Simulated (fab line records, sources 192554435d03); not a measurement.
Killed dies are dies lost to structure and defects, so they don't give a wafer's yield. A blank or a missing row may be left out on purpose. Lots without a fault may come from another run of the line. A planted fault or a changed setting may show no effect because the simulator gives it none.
fab line records | flow n5_finfet | part 2 of 2: steps 29 to 34 of 34
record lots=5 wafers=15 last_day=17
route steps=1938 shown BEOL_M0@738 BEOL_M1@751
lots that met no fault: from a run of the same line without faults
start_h: hours from the record's first day to the start of the lot's first wafer shown | wait_h: hours since the lot's step before | " the same as in the row above | L1.1+2: a row that stands for several wafers | - no value, or no start given | * or withheld: withheld | < > ~ a bound
route shown NAME@n: a module of which the file shows steps, and the number in the route of the first | usual: mean/standard deviation of fault-free wafers | same: alike in all rows | chamber/n: place in a boat | sites: the reading at each site | _std_site: their standard deviation | _edge_site: outer sites' mean less inner sites' | radius_mm: how far each site lies from the wafer's centre | mask NAME#n: copy n | behind: the tool/chamber that last shaped the wafer | hold: why the lot was held/for how many hours/how that ended | device: the transistor (n, p or np) that didn't switch | end of line: the same wafers' tests at the end of the route | a step without rows: its recipe alone | killed: dies lost to structure and defects at the first sort, not the wafer's yield | map: a wafer's dies, x killed, . not, _ none there
set.NAME: the setting as run; set.NAME@STEP: as run at that earlier step | model.NAME: the simulator's own value behind a step, which no gauge read
lots at some steps of the route; a table a step, a row a wafer
services: from which hour (start_h, from the record's first day; less than 0 if before it) a tool's chamber was out of use, for how many hours, and why
## steps
# step N5_BEOL_M1_DESCUM_16
# recipe chemistry=O2 time_s=7 source_power_w=50 bias_power_w=20 pressure_mtorr=20 rf_frequency_hz=2.712e+07 temp_c=40 resist=CAR-EUV o2_flow_sccm=225
# usual drypump_motor_current_A=5.9/0.56 oes_product_au=0.81/0.081 rf_vpp_V=243.2/1.2 showerhead_plenum_p_Torr=2.09/0.06 throttle_valve_pct=20.35/0.24
# columns lot.wafer tool chamber start_h wait_h drypump_motor_current_A oes_product_au rf_hours_counter_h rf_vpp_V showerhead_plenum_p_Torr throttle_valve_pct
L085.1 rie_diel-02 3 194.97 0.0 6.0 0.69 183 243.4 2.10 20.97
L085.4 " 1 " " 5.3 0.74 166 243.4 2.06 20.09
L085.5 " 0 " " 5.6 0.95 - 242.4 2.14 20.36
L089.1 rie_diel-02 1 214.23 0.0 5.3 0.74 172 243.7 2.05 20.10
L089.3 " 0 " " 5.6 0.94 7 244.6 2.13 20.36
L089.4 " 2 " " 6.2 0.89 29 244.5 2.22 20.20
L092.1 rie_diel-02 0 227.51 0.4 5.6 0.93 12 243.9 2.13 20.38
L092.3 " 1 " " 5.4 0.74 176 242.5 2.05 20.11
L092.6 " 3 " " 6.0 0.69 - 242.4 2.10 20.99
L095.1 rie_diel-04 3 254.44 0.0 6.6 0.78 154 240.9 2.02 20.29
L095.3 " 2 " " 5.7 0.72 190 242.1 2.01 20.40
L095.6 " 3 " " 6.7 0.79 - 240.0 2.02 20.30
L097.1 rie_diel-04 1 259.13 0.0 5.0 0.83 55 242.2 2.16 20.65
L097.2 " 3 " " 6.7 0.77 156 242.0 2.02 20.30
L097.5 " 3 " " 6.7 0.78 - 242.4 2.02 20.31
# step N5_BEOL_M1_ETCH_74
# recipe chemistry=N2/H2 target=underlayer target_depth_a=65 mask_material=CAR-EUV time_s=5.2 ion_energy_ev=200 pressure_mtorr=30 source_w=840 bias_w=150 n2_flow_sccm=200 h2_flow_sccm=200 ends=cleared
# usual drypump_motor_current_A=5.9/0.56 etch_rf_on_time_s=5.24/0.18 oes_product_au=0.68/0.068 rf_vpp_V=523.9/2.4 showerhead_plenum_p_Torr=2.54/0.08 throttle_valve_pct=17.78/0.24
# columns lot.wafer tool chamber start_h wait_h drypump_motor_current_A etch_rf_on_time_s oes_product_au rf_hours_counter_h rf_vpp_V showerhead_plenum_p_Torr throttle_valve_pct
L085.1 rie_diel-02 3 195.00 0.0 6.0 5.39 0.60 183 524.6 2.51 18.15
L085.4 " 1 " " 5.4 5.17 0.64 166 523.0 2.54 17.79
L085.5 " 0 " " 5.6 5.36 0.82 - 524.9 2.63 17.94
L089.1 rie_diel-02 1 214.26 0.0 5.3 5.17 0.63 172 524.7 2.54 17.82
L089.3 " 0 " " 5.5 5.37 0.80 7 523.8 2.63 17.97
L089.4 " 2 " " 6.2 5.10 0.74 29 530.3 2.69 17.60
L092.1 rie_diel-02 0 227.54 0.0 5.6 5.36 0.78 12 524.8 2.63 17.99
L092.3 " 1 " " 5.3 5.10 0.64 176 522.7 2.54 17.81
L092.6 " 3 " " 6.0 5.34 0.59 - 520.7 2.51 18.15
L095.1 rie_diel-04 3 254.47 0.0 6.7 5.00 0.68 154 523.0 2.43 17.61
L095.3 " 2 " " 5.7 5.38 0.60 190 522.5 2.43 17.74
L095.6 " 3 " " 6.6 4.94 0.68 - 522.8 2.43 17.60
L097.1 rie_diel-04 1 259.17 0.0 5.0 5.08 0.73 55 524.1 2.61 18.02
L097.2 " 3 " " 6.6 4.96 0.67 156 523.1 2.43 17.62
L097.5 " 3 " " 6.7 5.00 0.68 - 521.3 2.43 17.64
# step N5_BEOL_M1_ETCH_63
# recipe chemistry=CF4 target=SiARC target_depth_a=156 mask_material=CAR-EUV time_s=26 ion_energy_ev=80 pressure_mtorr=40 source_w=545 bias_w=36 Ar_flow_sccm=100 cf4_flow_sccm=100 ends=cleared
# usual drypump_motor_current_A=5.9/0.56 etch_rf_on_time_s=26.3/0.96 mfc_ar_sccm=99.99/0.27 oes_product_au=0.69/0.07 rf_vpp_V=184.0/1 showerhead_plenum_p_Torr=2.14/0.06 throttle_valve_pct=15.50/0.2
# columns lot.wafer tool chamber start_h wait_h drypump_motor_current_A etch_rf_on_time_s mfc_ar_sccm oes_product_au rf_hours_counter_h rf_vpp_V showerhead_plenum_p_Torr throttle_valve_pct
L085.1 rie_diel-02 3 195.02 0.0 6.0 27.5 99.71 0.59 183 183.6 2.14 15.99
L085.4 " 1 " " 5.3 25.7 99.79 0.66 166 183.8 2.14 15.60
L085.5 " 0 " " 5.6 27.0 100.25 0.81 - 184.3 2.17 15.37
L089.1 rie_diel-02 1 214.28 0.0 5.4 25.9 100.31 0.64 172 184.2 2.14 15.61
L089.3 " 0 " " 5.6 27.1 100.46 0.80 7 183.9 2.17 15.38
L089.4 " 2 " " 6.2 25.4 99.52 0.75 29 185.1 2.28 15.40
L092.1 rie_diel-02 0 227.56 0.0 5.6 26.7 99.67 0.78 12 184.4 2.17 15.39
L092.3 " 1 " " 5.4 25.8 100.22 0.63 176 184.5 2.14 15.63
L092.6 " 3 " " 6.0 26.9 100.23 0.59 - 182.8 2.13 16.03
L095.1 rie_diel-04 3 254.49 0.0 6.7 25.1 99.56 0.68 154 183.6 2.07 15.48
L095.3 " 2 " " 5.7 27.3 100.74 0.61 190 183.0 2.05 15.56
L095.6 " 3 " " 6.6 25.1 99.69 0.68 - 182.5 2.07 15.48
L097.1 rie_diel-04 1 259.18 0.0 5.0 25.1 99.99 0.73 55 184.6 2.17 15.51
L097.2 " 3 " " 6.7 25.3 99.55 0.68 156 183.2 2.07 15.46
L097.5 " 3 " " 6.7 25.1 100.40 0.67 - 183.2 2.07 15.48
# step N5_BEOL_M1_ETCH_64
# recipe chemistry=N2/H2 target=SOC target_depth_a=750 overetch_a=150 mask_material=SiARC temp_c=40 time_s=112.5 ion_energy_ev=200 pressure_mtorr=30 source_w=840 bias_w=150 n2_flow_sccm=200 h2_flow_sccm=200
# usual drypump_motor_current_A=5.9/0.57 oes_product_au=0.64/0.061 rf_vpp_V=524.0/2.4 showerhead_plenum_p_Torr=2.54/0.08 throttle_valve_pct=17.74/0.24
# columns lot.wafer tool chamber start_h wait_h drypump_motor_current_A oes_product_au rf_hours_counter_h rf_vpp_V showerhead_plenum_p_Torr throttle_valve_pct
L085.1 rie_diel-02 3 195.05 0.0 6.0 0.57 184 523.1 2.51 18.10
L085.4 " 1 " " 5.4 0.59 166 522.8 2.54 17.74
L085.5 " 0 " " 5.6 0.79 - 525.0 2.63 17.91
L089.1 rie_diel-02 1 214.31 0.0 5.3 0.59 172 525.5 2.54 17.76
L089.3 " 0 " " 5.5 0.75 8 526.4 2.63 17.91
L089.4 " 2 " " 6.2 0.69 29 528.5 2.69 17.54
L092.1 rie_diel-02 0 227.59 0.0 5.6 0.74 12 526.2 2.63 17.94
L092.3 " 1 " " 5.3 0.58 176 524.5 2.54 17.77
L092.6 " 3 " " 6.0 0.56 - 523.0 2.51 18.13
L095.1 rie_diel-04 3 254.51 0.0 6.6 0.61 154 520.1 2.43 17.56
L095.3 " 2 " " 5.7 0.57 190 517.8 2.43 17.70
L095.6 " 3 " " 6.6 0.62 - 521.0 2.43 17.56
L097.1 rie_diel-04 1 259.21 0.0 5.0 0.67 55 526.4 2.61 17.96
L097.2 " 3 " " 6.7 0.61 156 521.2 2.43 17.58
L097.5 " 3 " " 6.7 0.61 - 521.3 2.43 17.59
# step N5_BEOL_M1_STRIP_65
# recipe chemistry=N2/H2 temp_c=40 n2_flow_sccm=200 h2_flow_sccm=200 rf_frequency_hz=6e+07
# columns lot.wafer tool chamber start_h wait_h
L085.1+4+5 rie_diel-02 3,1,0 195.16 0.1
L089.1+3+4 rie_diel-02 1,0,2 214.41 0.1
L092.1+3+6 rie_diel-02 0,1,3 227.69 0.1
L095.1+3+6 rie_diel-04 3,2,3 254.62 0.1
L097.1+2+5 rie_diel-04 1,3,3 259.32 0.1
# step N5_BEOL_M1_STRIP_75
# recipe chemistry=N2/H2 temp_c=40 n2_flow_sccm=200 h2_flow_sccm=200 rf_frequency_hz=6e+07
# columns lot.wafer tool chamber start_h wait_h
L085.1+4+5 rie_diel-02 3,1,0 195.17 0.0
L089.1+3+4 rie_diel-02 1,0,2 214.42 0.0
L092.1+3+6 rie_diel-02 0,1,3 227.70 0.0
L095.1+3+6 rie_diel-04 3,2,3 254.63 0.0
L097.1+2+5 rie_diel-04 1,3,3 259.33 0.0
## services
# columns tool chamber start_h hours kind
rie_diel-02 0 172.64 - clean
rie_diel-02 0 172.64 - consumable_replace:focus_ring
rie_diel-02 0 172.64 14.3 scheduled_down
rie_diel-02 0 172.64 14.3 vent_cycle
cvd_co-02 0 178.70 4.6 repair
cmp-03 - 181.47 0.4 repair
cmp-03 - 186.22 2.4 repair
cmp-03 - 188.99 0.4 repair
pecvd-03 1 189.52 2.1 scheduled_down
pecvd-03 - 205.77 3.3 repair
euv_scanner-02 - 212.17 1.0 pm
rtp_anneal-02 - 212.99 3.6 pm
cmp-02 - 220.16 0.4 repair
cmp-03 - 220.80 0.6 repair
pecvd-01 - 227.49 1.4 repair
euv_scanner-02 - 230.46 4.6 pm
pecvd-03 2 231.16 2.1 scheduled_down
pecvd-03 2 233.29 - clean
pecvd-03 2 233.29 - consumable_replace:showerhead
pecvd-03 2 233.29 29.0 scheduled_down
cmp-02 - 235.04 8.3 pm
litho_track-03 - 246.46 - consumable_replace:filter
cmp-02 - 253.42 4.0 pm
cmp-01 - 258.31 4.0 pm
